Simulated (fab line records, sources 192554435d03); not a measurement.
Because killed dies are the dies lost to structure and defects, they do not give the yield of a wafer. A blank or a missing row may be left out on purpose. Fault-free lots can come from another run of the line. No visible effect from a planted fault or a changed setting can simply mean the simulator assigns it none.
2 desks, one fault :: flow n5_finfet :: each desk has only its own numbers; what lay behind them comes last

== DESK OF THE TOOL OWNER: litho_track-03 ==
The tool's own readings at N5_DUMMY_GATE_COAT_28 (time 60 s, resist thk 10 nm): means of the sampled wafers that have a number, for each lot that ran on this tool. A lot is out of limits, marked OUT, if its mean lies more than 4 standard deviations from the usual mean; the brackets give that distance.
Columns: A = dispense_pressure_kPa at N5_DUMMY_GATE_COAT_28, usual 53.7 kPa; B = heater_power_total_W at N5_DUMMY_GATE_COAT_28, usual 391.7 W; C = resist_line_temp_C at N5_DUMMY_GATE_COAT_28, usual 23.02 C; D = spin_speed_rpm at N5_DUMMY_GATE_COAT_28, usual 1500.1 rpm
lot: L754
first seen here: day 5 15:53
A: 50.1
B: 391.2
C: 23.08
D: 1500.1

lot: L763
first seen here: day 7 21:41
A: 50.2
B: 391.8
C: 23.09
D: 1301.3 (-99 or more) OUT

lot: L766
first seen here: day 8 18:29
A: 50.1
B: 392.0
C: 23.08
D: 1301.9 (-99 or more) OUT
This desk's finding: out of limits on L763, L766; first on L763, day 7 21:41 (spin_speed_rpm at N5_DUMMY_GATE_COAT_28). Within limits: L754.

== AT THE METROLOGY DESK ==
Lot by lot, what the gauges showed, no matter which tool ran the lot: averages of those sampled wafers that carry a number. A lot is out of limits, marked OUT, if its mean lies more than 4 standard deviations from the usual mean; the brackets give that distance.
Columns: A = thk_nm at N5_DUMMY_GATE_THK_MEAS_05, usual 71.6 nm
lot: L744
first seen here: day 3 01:35
A: 70.5

lot: L745
first seen here: day 3 06:41
A: 72.2

lot: L748
first seen here: day 3 23:48
A: 71.7

lot: L754
first seen here: day 5 11:50
A: 70.1

lot: L763
first seen here: day 7 17:40
A: 72.6

lot: L766
first seen here: day 8 14:26
A: 71.5
This desk found nothing out of limits on any of the 6 lots.

== TAKEN TOGETHER ==
The tool owner's desk could have raised an alarm at day 7 21:41, on L763, L766.
Nothing out of limits was seen by the metrology desk.
The metrology desk has L763, L766 on record, within its limits.
N5_DUMMY_GATE_COAT_28 was run on litho_track-03 by each of the lots named.

== WHAT THE SIMULATOR HAD INSERTED ==
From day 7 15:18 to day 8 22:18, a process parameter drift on litho_track-03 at N5_DUMMY_GATE_COAT_28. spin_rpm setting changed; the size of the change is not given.
Lots struck among those shown: L763, L766.
Each desk's first reading out of limits, in hours after the fault started: the tool owner's desk, 6.
